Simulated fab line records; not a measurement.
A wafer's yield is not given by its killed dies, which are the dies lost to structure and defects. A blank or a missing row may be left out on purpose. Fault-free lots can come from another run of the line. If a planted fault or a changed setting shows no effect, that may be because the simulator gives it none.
A struck lot beside a sound one ; flow n5Finfet ; 22 steps out of a route of 1938
Sound: wafers L473.1, L473.2, L473.3. The struck wafers were L478.1, L478.3, L478.6. At the end, the cause is stated.
Order at every step that has rows: each side's tool, ch and its chambers, its first start. Under that, the readings that differ: sound wafers ; struck wafers ; difference of the means ; sigmas: that difference in standard deviations of wafers without a fault.
alike: readings whose means differ by less than 2 such deviations, and words and numbers that are the same on both sides. not compared: withheld readings, readings that some wafer has no value for, bounds like >300 that may hide the same value, and numbers for which the record gives no deviation and whose values overlap.
A row with sigmas, a row that says differs or no value, or rows on one side alone: a step with any of these is where the two part. Numbers that don't overlap but have no deviation are shown without sigmas and don't part them. A reading missing from all wafers of one side parts the sides only when that side holds two or more wafers.

first, 10 steps without rows for these wafers: N5_FIN_SAQP_DESCUM_21 (chemistry O2, time 7.9 s); N5_FIN_SAQP_ETCH_51 (etches SiARC in CF4, target depth 45.5 nm, time 75.8 s); N5_FIN_SAQP_ETCH_52 (etches SOC in N2/H2, target depth 100 nm, overetch 20 nm, time 150 s); N5_FIN_SAQP_STRIP_53 (strips in N2/H2); N5_FIN_SAQP_HM_OPEN_73 (chemistry CHF3/O2, target SiO2, stops on a-Si, target depth 12 nm, time 16.8 s); N5_FIN_SAQP_STRIP_74 (strips in CHF3/O2); N5_FIN_SAQP_MANDREL_ETCH_22 (etches a-Si in HBr/Cl2, stops on SiNx, target depth 60 nm, bt time 10 s, time 30 s); N5_FIN_SAQP_STRIP_55 (strips in N2/H2); N5_FIN_SAQP_STRIP_23 (strips in SPM, time 750 s); N5_FIN_SAQP_SRD_66 (time 30 s).
N5_FIN_SAQP_RECESS_75: chemistry HF/NH3, target SiO2, target depth 14.4 nm, afs cycles 3, sublimation time 60 s.
  sound on vaporEtch-02 ch 0,1, day 5 10:26; struck on vaporEtch-02 ch 0,1, day 6 16:39
  no value came back on the struck wafers for afsCycles, drypumpMotorCurrentA (A), sublimationTempC (C), sublimationTimeS (s); on the sound wafers afsCycles reads 3 3 3
reading;sound;struck;difference;sigmas
model.SiO2_of_FIN_SAQP_HM_DEP_72.thkNm (nm);0 0 0;12.08 12.14 12.31;+12.18;
then, 8 steps without rows for these wafers: N5_FIN_SAQP_SPACER1_ALD_24 (deposits SiO2, target thk 20.3 nm, pulse time 1 s, purge time 2 s); N5_FIN_SAQP_SPACER1_ETCHBACK_25 (etches SiO2 in CHF3/O2, target depth 24.4 nm, time 12.2 s); N5_FIN_SAQP_MANDREL1_REMOVE_56 (chemistry HBr/Cl2/O2, target a-Si, stops on SiNx, bt time 10 s); N5_FIN_SAQP_ETCH_57 (etches SiNx in CH3F/O2, target depth 32.5 nm, time 46.4 s); N5_FIN_SAQP_ETCH_65 (etches SiO2 in CF4, target depth 4 nm, time 4.4 s); N5_FIN_SAQP_MANDREL_ETCH_58 (etches a-Si in HBr/Cl2, stops on SiNx, target depth 45 nm, bt time 10 s, time 27 s); N5_FIN_SAQP_RECESS_63 (chemistry HF/NH3, target SiO2, target depth 18 nm, afs cycles 3, sublimation time 60 s); N5_FIN_SAQP_COAT_68 (time 60 s, resist thk 100 nm).
N5_FIN_SAQP_ETCH_69: etches SOC in N2/H2, stops on SiNx, target depth 150 nm.
  sound on rieDiel-04 ch 0,1,3, day 5 12:34; struck on rieDiel-02 ch 0,2, day 6 19:10
reading;sound;struck;difference;sigmas
biasW (W);60.74 60.87 61.12;61.27 61.15 61.40;+0.36;+2
model.SiO2_of_FIN_SAQP_HM_DEP_72.thkNm (nm);0 0 0;12.08 12.14 12.31;+12.18;
  alike: chamberPressureMTorr, drypumpMotorCurrentA, oesProductAu, rfVppV, showerheadPlenumPTorr, throttleValvePct
  not compared: rfHoursCounterH
then, 1 step without rows for these wafers: N5_FIN_SAQP_ETCH_67 (etches SiNx in CH3F/O2, target depth 30 nm).
N5_PASSIVATION_PROBE_49:
  the record has rows for the sound wafers here (prober-02, day 15 14:50) and none for the struck ones

## WHERE THEY PART
First at N5_FIN_SAQP_RECESS_75; last, within this record, at N5_PASSIVATION_PROBE_49.

WHY: whatever the simulator had introduced
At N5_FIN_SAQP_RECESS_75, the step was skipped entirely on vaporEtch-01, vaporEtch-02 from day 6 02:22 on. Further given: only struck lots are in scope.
